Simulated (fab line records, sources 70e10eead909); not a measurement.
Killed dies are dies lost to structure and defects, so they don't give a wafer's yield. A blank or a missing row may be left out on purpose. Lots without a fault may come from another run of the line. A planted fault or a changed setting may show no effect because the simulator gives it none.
fab line records | flow nand_harc
record lots=24 wafers=72 last_day=34
route steps=1302 shown P_M1@305 P_M2@328 P_BONDPAD@352
lots that met no fault: from a run of the same line without faults
start_h: hours from the record's first day to the start of the lot's first wafer shown | wait_h: hours since the lot's step before | " the same as in the row above | L1.1+2: a row that stands for several wafers | - no value, or no start given | * or withheld: withheld | < > ~ a bound
route shown NAME@n: a module of which the file shows steps, and the number in the route of the first | usual: mean/standard deviation of fault-free wafers | same: alike in all rows | chamber/n: place in a boat | sites: the reading at each site | _std_site: their standard deviation | _edge_site: outer sites' mean less inner sites' | radius_mm: how far each site lies from the wafer's centre | mask NAME#n: copy n | behind: the tool/chamber that last shaped the wafer | hold: why the lot was held/for how many hours/how that ended | device: the transistor (n, p or np) that didn't switch | end of line: the same wafers' tests at the end of the route | a step without rows: its recipe alone | killed: dies lost to structure and defects at the first sort, not the wafer's yield | map: a wafer's dies, x killed, . not, _ none there
set.NAME: the setting as run; set.NAME@STEP: as run at that earlier step | model.NAME: the simulator's own value behind a step, which no gauge read
steps of the route over a sample of lots; a table a step, a row a wafer
services: from which hour (start_h, from the record's first day; less than 0 if before it) a tool's chamber was out of use, for how many hours, and why
## steps
# step NHARC_P_M1_DEGAS_29
# recipe temp_c=250 time_s=60
# usual heater_power_w=330/39
# columns lot.wafer tool chamber start_h wait_h heater_power_w
L074.2 pvd_sputter-01 - 130.02 - 322
L074.1 " - " " 336
L074.5 " - " " 402
L075.4 pvd_sputter-02 - 133.59 - 355
L075.3 " - " " 379
L075.1 " - " " 293
L076.2 pvd_sputter-02 - 146.29 - 272
L076.6 " - " " 303
L076.5 " - " " 281
L077.2 pvd_sputter-02 - 152.39 - 276
L077.1 " - " " 349
L077.4 " - " " 312
L078.4 pvd_sputter-03 - 168.06 - 299
L078.3 " - " " 325
L078.6 " - " " 301
L079.2 pvd_sputter-01 - 181.11 - 336
L079.1 " - " " 395
L079.6 " - " " 403
L080.1 pvd_sputter-01 - 182.04 - 336
L080.4 " - " " 322
L080.6 " - " " 342
L081.4 pvd_sputter-01 - 196.25 - 402
L081.1 " - " " 324
L081.6 " - " " 396
L082.4 pvd_sputter-02 - 204.65 - 382
L082.1 " - " " 307
L082.2 " - " " 276
L084.2 pvd_sputter-02 - 223.45 - 297
L084.3 " - " " 271
L084.4 " - " " 373
L083.2 pvd_sputter-01 - 224.30 - 315
L083.4 " - " " 340
L083.5 " - " " 322
L085.1 pvd_sputter-02 - 240.32 - 380
L085.6 " - " " 350
L085.5 " - " " 389
L086.2 pvd_sputter-02 - 243.24 - 274
L086.4 " - " " 387
L086.1 " - " " 298
L087.2 pvd_sputter-01 - 257.39 - 313
L087.4 " - " " 322
L087.6 " - " " 320
L088.1 pvd_sputter-01 - 273.36 - 314
L088.4 " - " " 326
L088.3 " - " " 356
L089.4 pvd_sputter-03 - 274.32 - 289
L089.3 " - " " 299
L089.5 " - " " 303
L090.4 pvd_sputter-03 - 285.19 - 292
L090.1 " - " " 308
L090.6 " - " " 300
L091.3 pvd_sputter-03 - 290.74 - 292
L091.5 " - " " 304
L091.6 " - " " 303
L092.1 pvd_sputter-01 - 307.16 - 352
L092.6 " - " " 317
L092.5 " - " " 348
L093.2 pvd_sputter-03 - 316.84 - 296
L093.3 " - " " 306
L093.6 " - " " 298
L094.2 pvd_sputter-01 - 326.93 - 320
L094.6 " - " " 326
L094.5 " - " " 347
L095.2 pvd_sputter-03 - 333.48 - 304
L095.3 " - " " 311
L095.6 " - " " 307
L096.1 pvd_sputter-01 - 347.28 - 414
L096.3 " - " " 348
L096.6 " - " " 307
L097.2 pvd_sputter-01 - 362.73 - 419
L097.5 " - " " 314
L097.6 " - " " 330
# step NHARC_P_M2_CD_MEAS_09
# recipe target_cd_nm=170 landing_energy_ev=500
# usual cd_nm=169.7/0.71
# columns lot.wafer tool chamber start_h wait_h cd_nm
L074.1 cd_sem-02 0 133.07 - 169.1
L074.2 " 0 " " 169.9
L074.5 " 0 " " 169.7
L075.1 cd_sem-02 0 136.52 - 169.3
L075.3 " 0 " " 170.4
L075.4 " 0 " " 169.7
L076.2 cd_sem-03 0 149.25 - 170.7
L076.5 " 0 " " 169.5
L076.6 " 0 " " 170.4
L077.1 cd_sem-02 0 155.42 - 169.6
L077.2 " 0 " " 170.5
L077.4 " 0 " " 170.7
L078.3 cd_sem-01 0 170.87 - 170.1
L078.4 " 0 " " 169.2
L078.6 " 0 " " 169.5
L079.1 cd_sem-01 0 184.00 - 169.6
L079.2 " 0 " " 170.4
L079.6 " 0 " " 169.9
L080.1 cd_sem-01 0 184.89 - 169.6
L080.4 " 0 " " 169.6
L080.6 " 0 " " 169.7
L081.1 cd_sem-02 0 199.06 - 170.5
L081.4 " 0 " " 170.3
L081.6 " 0 " " 170.1
L082.1 cd_sem-01 0 208.25 - 169.5
L082.2 " 0 " " 170.1
L082.4 " 0 " " 169.3
L084.2 cd_sem-02 0 226.40 - 168.5
L084.3 " 0 " " 169.7
L084.4 " 0 " " 170.5
L083.2 cd_sem-03 0 227.26 - 168.4
L083.4 " 0 " " 168.7
L083.5 " 0 " " 168.7
L085.1 cd_sem-03 0 243.28 - 169.6
L085.5 " 0 " " 170.6
L085.6 " 0 " " 168.5
L086.1 cd_sem-01 0 246.19 - 169.6
L086.2 " 0 " " 170.9
L086.4 " 0 " " 170.5
L087.2 cd_sem-03 0 260.31 - 168.9
L087.4 " 0 " " 168.6
L087.6 " 0 " " 169.4
L088.1 cd_sem-02 0 276.75 - 169.9
L088.3 " 0 " " 170.3
L088.4 " 0 " " 170.0
L089.3 cd_sem-01 0 277.26 - 169.6
L089.4 " 0 " " 169.3
L089.5 " 0 " " 169.9
L090.1 cd_sem-01 0 288.21 - 168.7
L090.4 " 0 " " 169.3
L090.6 " 0 " " 169.6
L091.3 cd_sem-01 0 293.83 - 170.5
L091.5 " 0 " " 170.5
L091.6 " 0 " " 170.3
L092.1 cd_sem-01 0 310.23 - 169.5
L092.5 " 0 " " 170.7
L092.6 " 0 " " 169.0
L093.2 cd_sem-01 0 319.92 - 169.3
L093.3 " 0 " " 170.1
L093.6 " 0 " " 170.9
L094.2 cd_sem-02 0 329.74 - 169.0
L094.5 " 0 " " 168.5
L094.6 " 0 " " 168.4
L095.2 cd_sem-02 0 336.59 - 170.1
L095.3 " 0 " " 170.1
L095.6 " 0 " " 170.9
L096.1 cd_sem-03 0 350.60 - 170.4
L096.3 " 0 " " 170.1
L096.6 " 0 " " 168.8
L097.2 cd_sem-03 0 365.52 - 168.4
L097.5 " 0 " " 169.4
L097.6 " 0 " " 169.4
# step NHARC_P_M2_PVD_20
# recipe target_thk_a=50 bias_v=168.6 power_w=15000 chamber_pressure_pa=0.12 time_s=8.06 substrate_temp_c=50 material=TaN
# usual cathode_dc_power_W=15000/2.5 throttle_valve_pct=29.5/0.86
# columns lot.wafer tool chamber start_h wait_h cathode_dc_power_W throttle_valve_pct
L074.2 pvd_sputter-01 - - - 15001 27.3
L074.1 " - " " 15004 30.2
L074.5 " - " " 15001 27.1
L075.3 pvd_sputter-02 - - - 15001 29.2
L075.1 " - " " 15001 29.6
L075.4 " - " " 14999 29.0
L076.2 pvd_sputter-02 - - - 15000 28.8
L076.6 " - " " 14998 29.8
L076.5 " - " " 14995 30.3
L077.2 pvd_sputter-03 - - - 15000 30.9
L077.4 " - " " 15006 28.5
L077.1 " - " " 14997 29.7
L078.3 pvd_sputter-02 - - - 15002 28.8
L078.4 " - " " 15002 29.4
L078.6 " - " " 14998 30.4
L079.1 pvd_sputter-03 - - - 15002 30.4
L079.2 " - " " 15000 29.7
L079.6 " - " " 15004 28.7
L080.1 pvd_sputter-03 - - - 15003 28.8
L080.4 " - " " 14994 29.7
L080.6 " - " " 15002 30.6
L081.4 pvd_sputter-02 - - - 15003 28.9
L081.1 " - " " 14997 29.7
L081.6 " - " " 14997 30.4
L082.1 pvd_sputter-03 - - - 14998 30.2
L082.4 " - " " 14997 28.9
L082.2 " - " " 15001 30.0
L084.3 pvd_sputter-02 - - - 15002 30.2
L084.2 " - " " 14998 28.7
L084.4 " - " " 14998 29.7
L083.4 pvd_sputter-02 - - - 15005 30.3
L083.2 " - " " 15004 29.0
L083.5 " - " " 14999 30.3
L085.1 pvd_sputter-02 - - - 15000 29.0
L085.5 " - " " 15001 29.6
L085.6 " - " " 14998 30.2
L086.4 pvd_sputter-02 - - - 14998 29.8
L086.2 " - " " 14998 30.4
L086.1 " - " " 15001 28.8
L087.2 pvd_sputter-02 - - - 15001 28.8
L087.4 " - " " 15001 29.6
L087.6 " - " " 14996 29.1
L088.1 pvd_sputter-03 - - - 14998 30.5
L088.3 " - " " 15004 29.0
L088.4 " - " " 14999 29.9
L089.4 pvd_sputter-01 - - - 15000 27.8
L089.3 " - " " 15001 29.2
L089.5 " - " " 15001 27.9
L090.1 pvd_sputter-03 - - - 14997 30.1
L090.4 " - " " 14998 29.0
L090.6 " - " " 15002 30.0
L091.3 pvd_sputter-01 - - - 14998 29.0
L091.5 " - " " 15002 30.2
L091.6 " - " " 15001 27.6
L092.1 pvd_sputter-02 - - - 14995 30.1
L092.5 " - " " 15006 29.6
L092.6 " - " " 15000 29.4
L093.2 pvd_sputter-01 - - - 14998 30.0
L093.3 " - " " 15002 27.9
L093.6 " - " " 15005 29.3
L094.2 pvd_sputter-01 - - - 14994 30.2
L094.6 " - " " 15001 29.3
L094.5 " - " " 15001 30.1
L095.3 pvd_sputter-02 - - - 15003 30.2
L095.2 " - " " 15001 29.0
L095.6 " - " " 15004 29.7
L096.3 pvd_sputter-02 - - - 14999 30.0
L096.1 " - " " 15001 30.1
L096.6 " - " " 14996 29.2
L097.2 pvd_sputter-02 - - - 15003 29.7
L097.5 " - " " 15001 30.2
L097.6 " - " " 15003 29.9
# step NHARC_P_BONDPAD_CMP_32
# recipe target_thk_nm=200 material=SiCN
# usual motor_current_A=11.6/1.3
# columns lot.wafer tool chamber start_h wait_h motor_current_A
L074.1 cmp-04 1 136.79 - 12.0
L074.2 " 2 " " 11.8
L074.5 " 2 " " 11.9
L075.1 cmp-04 0 140.25 - 11.0
L075.4 " 1 " " 11.7
L075.3 " 2 " " 11.2
L076.2 cmp-04 0 153.07 - 10.9
L076.5 " 2 " " 11.2
L076.6 " 3 " " 9.9
L077.2 cmp-03 3 159.21 - 13.3
L077.4 " 1 " " 11.6
L077.1 " 2 " " 10.9
L078.3 cmp-02 3 174.63 - 14.7
L078.4 " 0 " " 10.3
L078.6 " 2 " " 10.9
L079.1 cmp-03 1 187.76 - 10.9
L079.2 " 3 " " 12.4
L079.6 " 2 " " 11.3
L080.4 cmp-04 0 188.61 - 11.3
L080.1 " 3 " " 9.7
L080.6 " 1 " " 12.4
L081.4 cmp-04 3 202.81 - 9.8
L081.1 " 1 " " 12.3
L081.6 " 2 " " 11.5
L082.1 cmp-03 2 212.15 - 11.0
L082.2 " 3 " " 12.6
L082.4 " 0 " " 10.7
L084.4 cmp-04 1 230.94 - 12.1
L084.3 " 2 " " 11.5
L084.2 " 3 " " 9.7
L083.4 cmp-02 3 231.09 - 14.7
L083.2 " 0 " " 10.1
L083.5 " 2 " " 10.7
L085.1 cmp-02 1 247.17 - 12.6
L085.6 " 3 " " 15.0
L085.5 " 0 " " 10.0
L086.2 cmp-04 1 250.08 - 11.9
L086.4 " 2 " " 11.6
L086.1 " 3 " " 9.9
L087.4 cmp-03 2 264.22 - 11.3
L087.2 " 3 " " 13.2
L087.6 " 3 " " 12.6
L088.1 cmp-03 3 280.85 - 12.7
L088.3 " 0 " " 9.9
L088.4 " 1 " " 11.3
L089.3 cmp-04 2 281.09 - 11.8
L089.4 " 3 " " 9.9
L089.5 " 2 " " 11.5
L090.4 cmp-02 1 291.97 - 12.7
L090.1 " 0 " " 9.5
L090.6 " 2 " " 11.2
L091.3 cmp-04 2 297.66 - 11.4
L091.6 " 0 " " 11.1
L091.5 " 1 " " 13.3
L092.1 cmp-04 2 314.03 - 11.3
L092.6 " 2 " " 11.5
L092.5 " 3 " " 10.1
L093.3 cmp-03 3 323.90 - 11.8
L093.2 " 0 " " 10.7
L093.6 " 3 " " 13.5
L094.2 cmp-04 0 333.69 - 11.6
L094.6 " 2 " " 11.0
L094.5 " 3 " " 9.5
L095.2 cmp-02 1 340.37 - 12.6
L095.3 " 2 " " 11.2
L095.6 " 1 " " 12.3
L096.1 cmp-02 3 355.21 0.9 15.0
L096.3 " 0 " " 10.5
L096.6 " 2 " " 11.0
L097.2 cmp-02 2 370.52 0.8 11.0
L097.5 " 3 " " 15.0
L097.6 " 0 " " 10.3
# step NHARC_P_BONDPAD_ETCH_12
# recipe target_depth_a=2000 time_s=100 chf3_flow_sccm=50 o2_flow_sccm=10 ar_flow_sccm=200 rf_w=500 bias_w=200 chemistry=CHF3/O2
# usual drypump_motor_current_A=6.0/0.41 oes_product_au=0.936/0.025 rf_fwd_power_W=496.8/1.4 rf_vpp_V=370.9/1.8 showerhead_plenum_p_Torr=2.42/0.078 throttle_valve_pct=20.573/0.0088
# columns lot.wafer tool chamber start_h wait_h drypump_motor_current_A oes_product_au rf_fwd_power_W rf_hours_counter_h rf_vpp_V showerhead_plenum_p_Torr throttle_valve_pct
L074.1 rie_diel-08 3 - - 6.6 0.930 496.5 4.5 367.4 2.25 20.572
L074.2 " 0 " " 5.7 0.922 497.2 5.2 369.3 2.36 20.579
L074.5 " 1 " " 5.9 0.924 496.6 - 373.3 2.45 20.572
L075.1 rie_diel-12 1 - - 6.5 0.965 496.3 3.5 370.7 2.40 20.583
L075.3 " 0 " " 5.9 0.966 497.5 3.2 372.2 2.48 20.565
L075.4 " 0 " " 6.0 0.960 495.3 - 372.2 2.48 20.575
L076.2 rie_diel-07 1 - - 5.0 0.922 496.8 0.3 373.8 2.48 20.558
L076.6 " 2 " " 6.1 0.906 496.2 - 368.2 2.27 20.573
L076.5 " 3 " " 5.7 0.914 496.2 - 371.6 2.45 20.569
L077.2 rie_diel-12 1 - - 6.5 0.912 499.4 4.8 371.0 2.40 20.572
L077.1 " 2 " " 5.8 0.937 496.3 3.8 371.7 2.39 20.567
L077.4 " 2 " " 5.8 0.934 495.8 - 370.6 2.39 20.573
L078.3 rie_diel-12 0 - - 5.9 0.915 496.2 5.7 372.1 2.48 20.589
L078.6 " 1 " " 6.5 0.916 495.2 - 369.9 2.39 20.572
L078.4 " 0 " " 5.9 0.924 497.6 - 373.5 2.48 20.567
L079.1 rie_diel-12 1 - - 6.5 0.923 494.6 6.2 369.7 2.39 20.586
L079.2 " 2 " " 5.7 0.948 497.7 4.6 369.3 2.39 20.577
L079.6 " 1 " " 6.5 0.929 495.9 - 372.0 2.39 20.593
L080.1 rie_diel-07 0 - - 5.8 0.957 498.5 1.3 373.7 2.56 20.580
L080.4 " 3 " " 5.7 0.939 497.4 1.6 371.8 2.45 20.580
L080.6 " 1 " " 5.0 0.964 498.3 - 372.7 2.48 20.583
L081.4 rie_diel-12 2 - - 5.8 0.986 497.4 5.3 369.6 2.39 20.577
L081.1 " 3 " " 6.3 0.990 496.9 4.0 372.0 2.43 20.575
L081.6 " 1 " " 6.5 0.969 495.3 - 369.9 2.39 20.557
L082.4 rie_diel-07 3 - - 5.7 0.912 495.3 2.4 372.4 2.45 20.562
L082.2 " 0 " " 5.8 0.897 496.5 2.2 375.5 2.56 20.570
L082.1 " 1 " " 5.0 0.916 496.8 2.0 370.8 2.48 20.589
L084.3 rie_diel-08 0 - - 5.7 0.927 496.7 1.4 369.9 2.36 20.580
L084.4 " 2 " " 6.5 0.919 497.3 1.5 373.0 2.45 20.564
L084.2 " 3 " " 6.6 0.920 496.9 1.7 366.2 2.25 20.573
L083.2 rie_diel-12 3 - - 6.3 0.934 496.3 5.8 373.1 2.43 20.567
L083.4 " 3 " " 6.3 0.942 499.2 - 370.5 2.43 20.591
L083.5 " 1 " " 6.5 0.915 497.6 - 371.1 2.39 20.570
L085.1 rie_diel-07 1 - - 5.0 0.921 496.2 2.8 372.9 2.48 20.574
L085.5 " 3 " " 5.6 0.911 496.9 - 370.5 2.45 20.569
L085.6 " 0 " " 5.8 0.899 497.1 - 373.2 2.56 20.568
L086.2 rie_diel-12 3 - - 6.4 0.983 498.1 6.5 371.0 2.43 20.574
L086.1 " 0 " " 6.0 0.948 497.4 8.7 373.0 2.48 20.556
L086.4 " 1 " " 6.5 0.977 496.7 10.0 369.1 2.39 20.573
L087.2 rie_diel-08 0 - - 5.7 0.906 494.8 3.4 371.6 2.36 20.573
L087.4 " 1 " " 5.9 0.926 499.9 3.3 371.3 2.45 20.562
L087.6 " 3 " " 6.6 0.911 497.9 - 366.2 2.25 20.580
L088.1 rie_diel-08 1 - - 5.9 0.926 495.4 4.5 372.3 2.45 20.566
L088.3 " 2 " " 6.5 0.914 497.3 4.2 371.1 2.45 20.587
L088.4 " 0 " " 5.6 0.912 497.5 4.6 369.9 2.36 20.570
L089.4 rie_diel-12 1 - - 6.5 0.941 497.6 0.4 370.6 2.39 20.568
L089.3 " 0 " " 5.9 0.957 495.8 0.7 373.4 2.48 20.574
L089.5 " 1 " " 6.5 0.943 498.1 - 370.7 2.39 20.579
L090.4 rie_diel-08 2 - - 6.5 0.918 495.2 4.4 372.0 2.45 20.570
L090.1 " 3 " " 6.6 0.923 495.7 4.5 367.8 2.25 20.568
L090.6 " 2 " " 6.5 0.908 497.2 - 370.4 2.45 20.571
L091.3 rie_diel-08 0 - - 5.6 0.913 495.4 5.4 370.2 2.36 20.576
L091.5 " 3 " " 6.6 0.935 498.5 - 367.7 2.25 20.578
L091.6 " 0 " " 5.7 0.907 492.8 - 370.1 2.36 20.564
L092.1 rie_diel-07 0 - - 5.8 0.972 498.8 0.4 374.1 2.56 20.577
L092.5 " 2 " " 6.1 0.970 494.7 - 368.3 2.27 20.570
L092.6 " 3 " " 5.7 0.949 496.2 - 371.8 2.44 20.556
L093.2 rie_diel-08 2 - - 6.6 0.921 498.1 6.3 371.3 2.45 20.565
L093.3 " 3 " " 6.6 0.936 497.5 6.1 368.3 2.25 20.569
L093.6 " 1 " " 5.9 0.929 497.5 - 372.1 2.45 20.585
L094.2 rie_diel-12 0 - - 6.0 0.909 492.2 4.0 371.9 2.48 20.576
L094.6 " 2 " " 5.8 0.941 498.8 - 368.8 2.38 20.561
L094.5 " 3 " " 6.4 0.926 496.4 - 370.1 2.43 20.562
L095.3 rie_diel-07 3 - - 5.7 0.949 497.2 0.7 371.7 2.44 20.581
L095.2 " 0 " " 5.8 0.959 495.5 0.8 372.4 2.56 20.563
L095.6 " 3 " " 5.7 0.944 496.9 - 372.5 2.44 20.573
L096.1 rie_diel-07 3 - - 5.7 0.948 498.8 1.5 373.0 2.44 20.559
L096.3 " 0 " " 5.8 0.946 496.9 1.6 372.9 2.56 20.573
L096.6 " 3 " " 5.7 0.944 499.7 - 371.7 2.44 20.566
L097.2 rie_diel-12 1 - - 6.5 0.912 497.4 5.4 370.2 2.39 20.565
L097.6 " 1 " " 6.5 0.913 499.0 - 369.4 2.39 20.571
L097.5 " 2 " " 5.7 0.933 496.9 - 370.0 2.38 20.573
# step NHARC_P_BONDPAD_THK_MEAS_20
# recipe thk_meas_gauge=xrf
# usual thk_nm=160.8/1.8
# columns lot.wafer tool chamber start_h wait_h thk_nm
L074.1 film_metro-01 - 140.20 - 161.1
L074.2 " - " " 159.9
L074.5 " - " " 161.0
L075.1 film_metro-01 - 143.95 - 159.3
L075.3 " - " " 162.5
L075.4 " - " " 161.4
L076.2 film_metro-01 - 156.47 - 162.6
L076.5 " - " " 162.6
L076.6 " - " " 162.7
L077.1 film_metro-01 - 162.63 - 160.3
L077.2 " - " " 160.9
L077.4 " - " " 160.6
L078.3 film_metro-01 - 178.01 - 160.8
L078.4 " - " " 163.8
L078.6 " - " " 160.0
L079.1 film_metro-02 - 191.13 - 161.1
L079.2 " - " " 161.5
L079.6 " - " " 164.7
L080.1 film_metro-01 - 192.37 - 156.1
L080.4 " - " " 161.0
L080.6 " - " " 160.8
L081.1 film_metro-02 - 207.01 - 160.1
L081.4 " - " " 157.1
L081.6 " - " " 159.4
L082.1 film_metro-01 - 215.37 - 157.8
L082.2 " - " " 159.4
L082.4 " - " " 159.8
L084.2 film_metro-01 - 234.33 - 164.2
L084.3 " - " " 162.1
L084.4 " - " " 161.4
L083.2 film_metro-01 - 234.56 - 163.0
L083.4 " - " " 159.1
L083.5 " - " " 160.5
L085.1 film_metro-01 - 251.09 - 161.2
L085.5 " - " " 159.7
L085.6 " - " " 159.2
L086.1 film_metro-02 - 253.30 - 162.2
L086.2 " - " " 159.2
L086.4 " - " " 160.3
L087.2 film_metro-01 - 267.64 - 161.9
L087.4 " - " " 157.8
L087.6 " - " " 164.1
L088.1 film_metro-02 - 284.22 - 163.6
L088.3 " - " " 161.5
L088.4 " - " " 164.0
L089.3 film_metro-01 - 284.54 - 160.0
L089.4 " - " " 159.4
L089.5 " - " " 162.4
L090.1 film_metro-01 - 295.22 - 162.3
L090.4 " - " " 156.8
L090.6 " - " " 159.8
L091.3 film_metro-01 - 301.04 - 160.4
L091.5 " - " " 159.9
L091.6 " - " " 160.0
L092.1 film_metro-01 - 317.39 - 160.2
L092.5 " - " " 160.6
L092.6 " - " " 160.4
L093.2 film_metro-01 - 327.28 - 160.2
L093.3 " - " " 162.3
L093.6 " - " " 160.3
L094.2 film_metro-02 - 337.01 - 161.9
L094.5 " - " " 162.0
L094.6 " - " " 160.4
L095.2 film_metro-01 - 343.93 - 158.9
L095.3 " - " " 163.1
L095.6 " - " " 159.2
L096.1 film_metro-02 - 358.64 - 162.2
L096.3 " - " " 161.9
L096.6 " - " " 160.2
L097.2 film_metro-01 - 374.34 - 160.4
L097.5 " - " " 159.3
L097.6 " - " " 159.9
## services
# columns tool chamber start_h hours kind
cmp-04 - 111.00 4.0 pm
rie_diel-07 - 117.20 9.0 pm
cmp-02 - 129.20 0.6 repair
rie_diel-07 3 133.89 4.8 repair
rie_diel-12 3 134.20 29.8 repair
cmp-02 - 134.55 4.0 pm
pvd_sputter-01 - 144.54 1.9 repair
rie_diel-12 2 165.69 20.1 repair
pvd_sputter-03 - 170.00 10.0 pm
pvd_sputter-03 - 182.46 2.2 repair
pvd_sputter-02 - 183.48 7.7 repair
pvd_sputter-01 - 192.34 3.2 repair
cmp-04 - 209.00 4.0 pm
pvd_sputter-03 - 214.92 15.2 repair
rie_diel-12 - 218.04 0.4 repair
pvd_sputter-01 - 226.00 10.0 pm
rie_diel-12 0 227.54 5.6 repair
rie_diel-12 - 268.40 9.0 pm
pvd_sputter-02 - 282.00 10.0 pm
rie_diel-12 2 293.96 1.9 repair
cmp-04 - 307.00 4.0 pm
pvd_sputter-01 - 321.62 2.4 repair
rie_diel-12 3 335.88 17.3 repair
pvd_sputter-03 - 344.39 3.8 repair
## key
fault none
